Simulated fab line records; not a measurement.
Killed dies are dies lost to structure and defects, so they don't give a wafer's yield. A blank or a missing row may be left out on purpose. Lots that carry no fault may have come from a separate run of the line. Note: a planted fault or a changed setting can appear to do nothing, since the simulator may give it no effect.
Struck lot and sound lot, side by side | flow n5Finfet | 44 out of 1938 route steps
Sound: these wafers, L796.1, L796.4, L796.6. Struck: wafer L814.4. (L814.2, L814.6 of the same lot were not struck and are left out.) The cause comes at the end.
Per side, at each step with rows, come the tool, then ch with its chambers, and then its first start. Under that, the readings that differ: sound wafers | struck wafers | difference of the means | sigmas: that difference in standard deviations of wafers without a fault.
alike: same words and numbers on both sides, and readings whose means sit less than 2 such deviations apart. not compared: any withheld reading, any reading some wafer has no value for, any bound like >300 that may hide the same value, and any number with overlapping values for which the record gives no deviation.
A row with sigmas, a row that says differs or no value, or rows on one side alone: a step with any of these is where the two part. When numbers do not overlap yet have no deviation, they are printed without sigmas and do not part them. A reading missing from all wafers of one side parts the sides only when that side holds two or more wafers.

N5_DUMMY_GATE_ETCH_44: etches poly-Si in HBr/O2, stops on SiO2, target depth 127.5 nm.
  sound on rieSi-06 ch 0,1,3, day 3 06:13; struck on rieSi-06 ch 0, day 7 18:51
  alike: HBr_flow_sccm, drypumpMotorCurrentA, oesProductAu, throttleValvePct
  not compared: rfHoursCounterH
N5_DUMMY_GATE_CD_MEAS_24: target cd 15 nm.
  sound on cdSem-01 at day 3 06:19; struck on cdSem-01 at day 7 18:58
  alike: cdNm
then, 7 steps without rows for these wafers: N5_DUMMY_GATE_ETCH_42 (etches SiO2 in CHF3/O2, target depth 3.5 nm, time 31 s); N5_DUMMY_GATE_STRIP_48 (strips in N2/H2, time 20 s); N5_DUMMY_GATE_PRECLEAN_33 (cleans in dHF, time 10 s); N5_DUMMY_GATE_PRECLEAN_25 (cleans in O3/DIW, time 45 s); N5_DUMMY_GATE_PRECLEAN_51 (cleans in SC2, time 45 s); N5_DUMMY_GATE_SRD_26 (time 30 s); N5_DUMMY_GATE_UV_OZONE_45 (time 120 s).
N5_DUMMY_GATE_INSPECT_27: inspects for defects (brightfield).
  sound on defectInspect-02 at day 3 06:37; struck on defectInspect-01 at day 7 19:16
  alike: rawDefectCount
then, 2 steps without rows for these wafers: N5_SPACER0_ALD_07 (deposits SiNx, target thk 2 nm); N5_SPACER0_ALD_00 (deposits SiOCN, target thk 3.5 nm, pulse time 3 s, purge time 2 s).
N5_SPACER0_ALD_08: deposits SiNx, target thk 2 nm.
  sound on aldSin-04 ch 0,2,3, day 3 07:03; struck on aldSin-04 ch 1, day 7 19:44
reading                                 | sound | struck | difference | sigmas
model.SiNx_of_SPACER0_ALD_08.thkNm (nm) | 2 2 2 | 1.6    | -0.4       | 
  alike: heaterPowerW
N5_SPACER0_INSPECT_04: inspects for defects (darkfield).
  sound on defectInspect-02 at day 3 07:13; struck on defectInspect-01 at day 7 19:53
  alike: rawDefectCount
then, 8 steps without rows for these wafers: N5_SD_EPI_N_COAT_32 (time 60 s, resist thk 350 nm); N5_SD_EPI_N_COAT_33 (time 60 s, resist thk 35 nm); N5_SD_EPI_N_COAT_03 (resist thk 150 nm); N5_SD_EPI_N_EBR_05; N5_SD_EPI_N_SOFTBAKE_04 (time 60 s); N5_SD_EPI_N_EXPOSE_06 (exposes mask SD N BLK, target cd 120 nm); N5_SD_EPI_N_PEB_07 (peb time 60 s); N5_SD_EPI_N_DEVELOP_08 (develop time 30 s).
N5_SD_EPI_N_CD_MEAS_09: target cd 120 nm.
  sound on cdSem-01 ch 0, day 3 07:37; struck on cdSem-02 ch 0, day 7 20:17
  alike: cdNm
N5_SD_EPI_N_OVL_MEAS_10:
  sound on overlay-02 ch 0, day 3 07:38; struck on overlay-01 ch 0, day 7 20:19
  alike: SD_N_BLK_OVL
N5_SD_EPI_N_INSPECT_11: inspects for defects (macro).
  sound on defectInspect-01 at day 3 07:40; struck on defectInspect-02 at day 7 20:20
  alike: rawDefectCount
N5_SD_EPI_N_DESCUM_14: chemistry O2, time 7.9 s.
  sound on rieDiel-06 ch 2,3, day 3 07:43; struck on rieDiel-05 ch 2, day 7 20:26
  alike: drypumpMotorCurrentA, oesProductAu, rfVppV, showerheadPlenumPTorr, throttleValvePct
  not compared: rfHoursCounterH
then, 3 steps without rows for these wafers: N5_SD_EPI_N_ETCH_34 (etches SiARC in CF4, target depth 45.5 nm, time 75.8 s); N5_SD_EPI_N_ETCH_35 (etches SOC in N2/H2, overetch 108 nm, time 486 s); N5_SD_EPI_N_STRIP_36 (strips in N2/H2).
N5_SD_EPI_N_ETCHBACK_44: etches SiNx in CH3F/O2, stops on SiO2, target depth 14.5 nm.
  sound on rieDiel-06 ch 2,3, day 3 08:08; struck on rieDiel-05 ch 2, day 7 20:50
  alike: drypumpMotorCurrentA, oesProductAu, rfVppV, showerheadPlenumPTorr, throttleValvePct
  not compared: rfHoursCounterH
N5_SD_EPI_N_ETCH_45: etches SiOCN in CH3F/O2, target depth 6 nm.
  sound on rieDiel-06 ch 2,3, day 3 08:14; struck on rieDiel-05 ch 2, day 7 20:56
  alike: drypumpMotorCurrentA, oesProductAu, rfVppV, showerheadPlenumPTorr, throttleValvePct
  not compared: rfHoursCounterH
then, 4 steps without rows for these wafers: N5_SD_EPI_N_ETCH_16 (etches SiO2 in CHF3/O2, target depth 5 nm); N5_SD_EPI_N_STRIP_47 (strips in CHF3/O2); N5_SD_EPI_N_SD_RECESS_17 (chemistry HBr/Cl2/O2, target depth 41 nm, time 23.7 s, bt time 3 s); N5_SD_EPI_N_STRIP_38 (strips in N2/H2).
N5_SD_EPI_N_WET_ETCH_43: etches SiO2 in dHF, time 14 s, target depth 1.5 nm.
  sound on wetBench-03 ch 0,2,5, day 3 08:55; struck on wetBench-05 ch 5, day 7 21:18
reading                                 | sound       | struck | difference | sigmas
model.SiNx_of_SPACER0_ALD_08.thkNm (nm) | 1.6 1.6 1.6 | 1.2    | -0.4       | 
then, 3 steps without rows for these wafers: N5_SD_EPI_N_STRIP_18 (strips in SPM, time 750 s); N5_SD_EPI_N_SRD_20 (time 30 s); N5_SD_EPI_N_PRECLEAN_48 (cleans in NF3:NH3, afs cycles 2, time 20 s, sublimation time 60 s).
N5_SD_EPI_N_VAPOR_ETCH_50: etches Si in HCl, time 54 s.
  sound on epiRpcvd-01 ch 0, day 3 09:40; struck on epiRpcvd-02 ch 0, day 7 22:05
  alike: throttleValvePct
then, 1 step without rows for these wafers: N5_SD_EPI_N_EPI_21 (deposits Si:P, time 690 s).
N5_SD_EPI_N_EPI_MEAS_23:
  sound on filmMetro-02 at day 3 12:11; struck on filmMetro-02 at day 8 00:34
  alike: thkNm
-- record jumps: 6 days separate the struck wafers' starts on either side; left off in module SD_EPI_N, taken up again in module BEOL_M4, whose first shown step is the route's number 1111 --
N5_BEOL_M4_RC_MEAS_101:
  sound on prober-02 ch 0, day 9 11:40; struck on prober-02 ch 0, day 14 05:34
reading        | sound             | struck | difference | sigmas
IOFF_N (nA/um) | 0.129 0.146 0.158 | 0.212  | +0.068     | +2
IOFF_P (nA/um) | 0.17 0.18 0.21    | 0.25   | +0.06      | +2
ION_N (uA/um)  | 662 672 677       | 707    | +37        | +3
ION_P (uA/um)  | 457 459 464       | 479    | +19        | +3
SS_P (mV/dec)  | 72.3 72.6 72.8    | 74.2   | +1.6       | +3
VT_N (mV)      | 254 253 251       | 242    | -11        | -3
  alike: DIBL_N, DIBL_P, REXT_N, SS_N, VT_P
-- a jump in the record: the struck wafers' starts before and after are 5 days apart (it breaks off in module BEOL_M4 and resumes in module PASSIVATION, where the first step shown is number 1936 of the route) --
N5_PASSIVATION_PROBE_49:
  sound on prober-01 at day 14 00:14; struck on prober-02 at day 18 20:56
reading                 | sound          | struck | difference | sigmas
defectLimitedYield (%)  | 93.3 92.2 92.5 | 89.6   | -3.1       | -2
killed_at_M4_up         | 12 9 17        | 28     | +15        | +3
killedAtFrontEnd        | 23 23 29       | 59     | +34        | +3
killedDies              | 79 92 89       | 123    | +36        | +2
sort_bin_5_function (%) | 3.1 4.4 4.6    | 6.4    | +2.4       | +3
sortNPass               | 1101 1088 1091 | 1057   | -36        | -2
sortYieldPct (%)        | 93.3 92.2 92.5 | 89.6   | -3.1       | -2
  alike: killed_at_M0_to_M3, killedAtContacts, killedAtOther, killedOpen, killedShort, sort_bin_6_memory

WHERE THEY PART
Earliest at N5_BEOL_M4_RC_MEAS_101; latest, in this record, at N5_PASSIVATION_PROBE_49.

WHY: what the simulator had put in
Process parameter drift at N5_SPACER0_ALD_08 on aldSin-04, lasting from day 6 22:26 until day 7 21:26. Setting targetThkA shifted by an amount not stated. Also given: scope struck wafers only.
